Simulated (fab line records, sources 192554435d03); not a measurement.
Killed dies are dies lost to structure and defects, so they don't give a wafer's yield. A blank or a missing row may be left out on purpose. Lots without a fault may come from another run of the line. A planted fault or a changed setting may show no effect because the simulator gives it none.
Problem report in the 8D (eight disciplines) form, filled by code | flow n5_finfet | the parts of the form that need people (team, actions taken, sign-off) are left out

1. THE PROBLEM
oes_product_au at N5_PASSIVATION_ETCH_59 reads a mean of 1.21 a.u. on 4 wafers of 2 lots; wafers without a fault read 0.83 a.u. with a standard deviation of 0.086. That is +4.4 standard deviations from the usual mean.
The step: etches TaN in Cl2/BCl3, target depth 65 nm, time 34.9 s.
First seen on wafer L174.4, day 12 22:42, on rie_metal-03. The record holds 18 wafers of 6 lots with a number at this step. Rule for "out", or "out of limits": more than 4 standard deviations from the usual mean. The other wafers with a number count as sound.

2. WHAT IT IS AND WHAT IT IS NOT
question                    | is                             | is not
which readings at this step | oes_product_au                 | drypump_motor_current_A
which lots                  | L174, L178                     | L170, L172, L184, L186
which wafers of those lots  | L174.4, L178.1, L178.4, L178.5 | L174.2, L174.3
read on which tools         | rie_metal-03                   | rie_metal-01, rie_metal-02
when                        | from day 12 22:42              | up to then (8 sound wafers); but 6 sound wafers of L184, L186 came after

3. SUSPECTS, AND WHAT RULES EACH OUT
Counting: a tool at a process step up to the reading stays a suspect if it ran every lot that is out. Sound lots after the first of them don't rule it out here, since some wafers of a struck lot are sound.
- rie_diel-02 at N5_PASSIVATION_DESCUM_32 (chemistry O2, time 7.9 s): kept. It ran every lot that is out, first L174 (day 12 22:13); its last sound lot up to then is L170 (day 12 05:00).
- rie_metal-03 at N5_PASSIVATION_AL_ETCH_33 (etches Al in Cl2/BCl3, stops on TaN, target depth 2800 nm, time 466.7 s): kept. It ran every lot that is out, first L174 (day 12 22:18); its last sound lot up to then is L172 (day 12 05:52).
- rie_metal-03 at N5_PASSIVATION_ETCH_59 (etches TaN in Cl2/BCl3, target depth 65 nm, time 34.9 s): kept. It ran every lot that is out, first L174 (day 12 22:42); its last sound lot up to then is L172 (day 12 06:34). Its own readings are out on those wafers: oes_product_au.
- Within rie_metal-03 at N5_PASSIVATION_AL_ETCH_33: the wafers that are out ran in chamber 0; their sound lot-mates ran in chamber 1.
- Within rie_metal-03 at N5_PASSIVATION_ETCH_59: the wafers that are out ran in chamber 0; their sound lot-mates ran in chamber 1.
Left after counting: rie_diel-02 at N5_PASSIVATION_DESCUM_32, rie_metal-03 at N5_PASSIVATION_AL_ETCH_33, rie_metal-03 at N5_PASSIVATION_ETCH_59.

4. THE CAUSE (what the simulator had put in)
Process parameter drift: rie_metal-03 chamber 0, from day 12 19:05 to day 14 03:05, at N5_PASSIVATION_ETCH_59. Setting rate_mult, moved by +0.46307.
Counting left 3 suspects, and this tool is among them.

5. THE CHAIN OF EFFECTS, in route order
Each row: a reading whose mean over the struck wafers that have a number lies more than 3 standard deviations from the usual. Only readings for which the record gives a usual standard deviation are gone through. hours: the time from each lot's start at the first step in this table that gives one to its start at this step, as a median over the lots. sigmas: the change in usual standard deviations.
hours | step                   | reading            | usual     | on struck wafers | change | sigmas
0     | N5_PASSIVATION_ETCH_59 | oes_product_au     | 0.83 a.u. | 1.21             | +0.38  | +4.4
0     | N5_PASSIVATION_ETCH_59 | throttle_valve_pct | 21.1 %    | 20.2             | -0.9   | -3.0
The process steps in it:
- N5_PASSIVATION_ETCH_59: etches TaN in Cl2/BCl3, target depth 65 nm, time 34.9 s.

6. WHAT WOULD HAVE CAUGHT IT SOONER
In this record the first reading out of limits was taken at day 12 22:42, 4 hours after the fault began at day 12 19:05.
